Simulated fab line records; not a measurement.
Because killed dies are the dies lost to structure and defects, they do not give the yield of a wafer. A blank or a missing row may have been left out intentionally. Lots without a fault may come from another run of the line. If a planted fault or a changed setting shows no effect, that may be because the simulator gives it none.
A struck lot beside a sound one ; flow nand-harc ; 11 steps out of a route of 1302
Sound: wafers L692.3, L692.4, L692.6. The struck wafers were L700.3, L700.5, L700.6. Last of all comes the cause.
Each step with rows lists, per side, the tool, then ch with its chambers, then its first start. Under that, the readings that differ: sound wafers ; struck wafers ; difference of the means ; sigmas: that difference in standard deviations of wafers without a fault.
alike: a reading whose means differ by less than 2 such deviations, as well as words and numbers matching on both sides. not compared: withheld readings; readings where some wafer has no value; bounds like >300 that might hide an equal value; numbers whose values overlap and for which the record gives no deviation.
A row with sigmas, a row that says differs or no value, or rows on one side alone: a step with any of these is where the two part. Numbers that have no deviation but don't overlap get no sigmas and don't part them. A reading that every wafer of one side lacks parts them only if that side has two wafers or more.

first, 8 steps without rows for these wafers: NHARC_A_CHANNEL_HOLE_D2_EXPOSE_07 (exposes mask HOLE D2, target cd 100 nm); NHARC_A_CHANNEL_HOLE_D2_PEB_08 (peb time 65 s); NHARC_A_CHANNEL_HOLE_D2_DEVELOP_09 (develop time 35 s); NHARC_A_CHANNEL_HOLE_D2_DESCUM_15 (chemistry O2, time 3 s); NHARC_A_CHANNEL_HOLE_D2_ETCH_38 (etches the open film in CF4, target depth 39 nm, time 65 s); NHARC_A_CHANNEL_HOLE_D2_ETCH_39 (etches the open film in N2/H2, target depth 260 nm, time 325 s); NHARC_A_CHANNEL_HOLE_D2_ETCH_34 (etches the open film in CF4/CHF3, target depth 154 nm, time 77 s); NHARC_A_CHANNEL_HOLE_D2_ETCH_16 (etches the open film in O2/COS, target depth 3100 nm, time 806 s).
NHARC_A_CHANNEL_HOLE_D2_ETCH_19: etches the open film in C4F8/O2/Ar, time 34.5 s.
  sound on har-etch-01 ch 0,1, day 15 23:44; struck on har-etch-01 ch 0,1, day 18 21:49
  no value came back on the struck wafers for any of 5 readings (bias-v (V), c4f8-flow-sccm (sccm) and others); on the sound wafers bias-v (V) reads 1209 1218 1214
  not compared: rf-hours-counter-h
then, 1 step without rows for these wafers: NHARC_A_CHANNEL_HOLE_D2_ETCH_20 (etches the open film in C4F8/O2/Ar, time 361.9 s, target depth 1600 nm).
-- record jumps: 12 days between struck wafers' starts before vs after; left off in module A_CHANNEL_HOLE_D2, resumes in module END, first step shown is number 1302 of the route --
NHARC_END_SORT_01:
  the record has rows for the struck wafers here (prober-01 ch 0, day 30 12:02) and none for the sound ones

## WHERE THEY PART
First at NHARC_A_CHANNEL_HOLE_D2_ETCH_19; last, within this record, at NHARC_END_SORT_01.

WHY: the cause the simulator had injected
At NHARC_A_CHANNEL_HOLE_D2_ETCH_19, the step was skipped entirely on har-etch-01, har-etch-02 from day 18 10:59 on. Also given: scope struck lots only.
